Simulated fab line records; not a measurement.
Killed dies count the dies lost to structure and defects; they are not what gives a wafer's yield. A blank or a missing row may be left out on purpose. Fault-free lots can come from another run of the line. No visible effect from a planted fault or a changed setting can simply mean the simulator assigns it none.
A lot that was struck, set against a sound lot / flow nand-harc / 14 out of 1159 route steps
Sound: the wafers L531.3, L531.5, L531.6. Struck: wafers L544.2, L544.4, L544.6. The cause is named last.
At each step with rows: each side's tool, then ch and its chambers, then its first start. Under that, the readings that differ: sound wafers / struck wafers / difference of the means / sigmas: that difference in standard deviations of wafers without a fault.
alike: same words and numbers on both sides, and readings whose means sit less than 2 such deviations apart. not compared: any withheld reading, any reading some wafer has no value for, any bound like >300 that may hide the same value, and any number with overlapping values for which the record gives no deviation.
Wherever a step has rows on one side only, a row that says differs or no value, or a row with sigmas, the two part there. Numbers that have no deviation but don't overlap get no sigmas and don't part them. A reading missing from all wafers of one side parts the sides only when that side holds two or more wafers.

first, 1 step without rows for these wafers: NHARC_A_STAIRCASE_TRIM_14 (chemistry O2, time 211.2 s).
NHARC_A_STAIRCASE_ETCH_15: etches the open film in C4F8/O2, target depth 100 nm, time 40.5 s.
  sound: rie-diel-05 ch 1,2; struck: rie-diel-09 ch 0,3
reading=oes-product-au (a.u.); sound=0.943 0.934 0.958; struck=0.974 0.979 0.974; difference=+0.031; sigmas=+2
  alike: rf-vpp-V
  not compared: rf-hours-counter-h
then, 2 steps without rows for these wafers: NHARC_A_STAIRCASE_TRIM_16 (chemistry O2, time 211.2 s); NHARC_A_STAIRCASE_ETCH_17 (etches the open film in C4F8/O2, target depth 100 nm, time 40.5 s).
NHARC_A_STAIRCASE_TRIM_18: chemistry O2, time 211.2 s.
  sound: rie-diel-05 ch 0,1,2; struck: rie-diel-09 ch 0,2,3
  alike: drypump-motor-current-A, oes-product-au, rf-vpp-V, showerhead-plenum-p-Torr, throttle-valve-pct
  not compared: rf-hours-counter-h
then, 1 step without rows for these wafers: NHARC_A_STAIRCASE_ETCH_19 (etches the open film in C4F8/O2, target depth 100 nm, time 40.5 s).
NHARC_A_STAIRCASE_TRIM_20: chemistry O2, time 211.2 s.
  sound on rie-diel-09 ch 0,3, day 12 16:26; struck on rie-diel-09 ch 2,3, day 15 05:50
  alike: drypump-motor-current-A, oes-product-au, rf-vpp-V, showerhead-plenum-p-Torr, throttle-valve-pct
  not compared: rf-hours-counter-h
NHARC_A_STAIRCASE_ETCH_21: etches the open film in C4F8/O2, target depth 100 nm, time 40.5 s.
  sound: rie-diel-09 ch 1,2,3; struck: rie-diel-09 ch 0,1,2
  alike: oes-product-au, rf-vpp-V
  not compared: rf-hours-counter-h
NHARC_A_STAIRCASE_TRIM_22: chemistry O2, time 211.2 s.
  sound: rie-diel-09 ch 1,2,3; struck: rie-diel-09 ch 0,2
  alike: drypump-motor-current-A, oes-product-au, rf-vpp-V, showerhead-plenum-p-Torr, throttle-valve-pct
  not compared: rf-hours-counter-h
then, 2 steps without rows for these wafers: NHARC_A_STAIRCASE_ETCH_23 (etches the open film in C4F8/O2, target depth 100 nm, time 40.5 s); NHARC_A_STAIRCASE_TRIM_24 (chemistry O2, time 211.2 s).
NHARC_A_STAIRCASE_ETCH_25: etches the open film in C4F8/O2, target depth 100 nm, time 40.5 s.
  sound on rie-diel-09 ch 0,1,2, day 12 20:14; struck on rie-diel-09 ch 1,2,3, day 15 06:29
reading=oes-product-au (a.u.); sound=0.936 0.946 0.946; struck=0.800 0.792 0.788; difference=-0.149; sigmas=-11
  alike: rf-vpp-V
  not compared: rf-hours-counter-h
then, 1 step without rows for these wafers: NHARC_A_STAIRCASE_TRIM_26 (chemistry O2, time 211.2 s).
-- record jumps: 10 days between struck wafers' starts before vs after; left off in module A_STAIRCASE, resumes in module END, first step shown is number 1159 of the route --
NHARC_END_SORT_01:
  sound on prober-02 ch 0, day 22 07:29; struck on prober-02 ch 0, day 25 04:56
reading=hold; sound=- - -; struck=await-dispo/0.8h/scrap await-dispo/0.8h/scrap await-dispo/0.8h/scrap; difference=no value on the sound wafers; sigmas=
reading=killed-at-array; sound=38 36 26; struck=549 553 470; difference=+491; sigmas=+54
reading=killed-dies; sound=45 40 31; struck=551 555 475; difference=+488; sigmas=+54
  alike: killed-at-other, killed-at-periphery, killed-open, killed-short

== WHERE THEY PART ==
At NHARC_A_STAIRCASE_ETCH_15 first; at NHARC_END_SORT_01 last (within this record only).

WHY: whatever the simulator had introduced
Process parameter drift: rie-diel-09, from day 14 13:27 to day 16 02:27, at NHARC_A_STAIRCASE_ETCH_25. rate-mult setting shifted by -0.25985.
